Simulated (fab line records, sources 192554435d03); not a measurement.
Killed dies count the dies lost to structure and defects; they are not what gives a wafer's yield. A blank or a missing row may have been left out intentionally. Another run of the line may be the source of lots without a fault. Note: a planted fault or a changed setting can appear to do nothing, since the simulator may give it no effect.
Chamber matching | flow n5_finfet | N5_BEOL_M1_PECVD_72 on pecvd-02: 3 sister chambers
The step deposits SiO2 from TEOS/O2, target thk 16 nm, time 18 s. 18 wafers are shown with their chamber, then 9 later ones without.

== WAFERS PAIRED WITH THEIR CHAMBERS ==
wafer  | chamber | showerhead_plenum_p_Torr (Torr) | heater_power_w (W) | throttle_valve_pct (%)
L075.3 | 0       | 8.79                            | 701                | 21.8
L075.5 | 1       | 8.71                            | 785                | 22.1
L075.6 | 2       | 8.79                            | 582                | 21.8
L077.2 | 1       | 8.71                            | 868                | 22.1
L077.4 | 2       | 8.79                            | 595                | 22.3
L077.5 | 0       | 8.78                            | 632                | 21.9
L080.1 | 0       | 8.79                            | 728                | 21.6
L080.3 | 2       | 8.77                            | 489                | 22.1
L080.4 | 0       | 8.80                            | 723                | 21.7
L082.1 | 0       | 8.81                            | 718                | 21.8
L082.3 | 1       | 8.69                            | 822                | 22.0
L082.4 | 1       | 8.73                            | 805                | 22.1
L081.1 | 1       | 8.72                            | 779                | 21.9
L081.2 | 0       | 8.80                            | 639                | 21.7
L081.5 | 1       | 8.72                            | 807                | 22.0
L083.1 | 0       | 8.80                            | 658                | 21.9
L083.3 | 1       | 8.70                            | 908                | 21.9
L083.6 | 2       | 8.80                            | 539                | 22.5

SIGNATURES (averages over the wafers above)
reading                  | chamber 0 | chamber 1 | chamber 2 | scatter within a chamber
showerhead_plenum_p_Torr | 8.7957    | 8.7114    | 8.7875    | 0.0119
heater_power_w           | 685.57    | 824.86    | 551.25    | 45
throttle_valve_pct       | 21.771    | 22.014    | 22.175    | 0.161
Rule: distance of a wafer from a chamber = root of the sum over the readings of ((wafer's reading minus chamber's mean) / reading's scatter) squared. If the next closest chamber is less than 2 further off than the closest, the wafer can't be placed; otherwise it belongs to the closest. The scatter is the square root of a quotient: the sum, over the shown wafers, of each reading's squared deviation from its chamber's mean, divided by wafers minus chambers.

== WAFERS WITHOUT THEIR CHAMBER ==
wafer  | showerhead_plenum_p_Torr (Torr) | heater_power_w (W) | throttle_valve_pct (%)
L087.3 | 8.77                            | 514                | 22.6
L087.5 | 8.72                            | 820                | 22.1
L087.6 | 8.78                            | 519                | 22.4
L097.2 | 8.79                            | 595                | 22.7
L097.5 | 8.80                            | 595                | 22.8
L097.6 | 8.81                            | 653                | 22.2
L096.1 | 8.81                            | 598                | 21.9
L096.5 | 8.75                            | 573                | 22.8
L096.6 | 8.80                            | 619                | 22.0

== WHICH CHAMBER EACH WENT THROUGH ==
wafer  | from the rows above     | in truth
L087.3 | 2                       | 2
L087.5 | 1                       | 1
L087.6 | 2                       | 2
L097.2 | 2                       | 2
L097.5 | 2                       | 2
L097.6 | can't be placed: 2 or 0 | 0
L096.1 | can't be placed: 0 or 2 | 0
L096.5 | 2                       | 2
L096.6 | can't be placed: 0 or 2 | 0
6 of 9 placed correctly. From these rows, 3 cannot be placed; in 3 the true chamber is one of the candidates. Placed wrongly: 0.
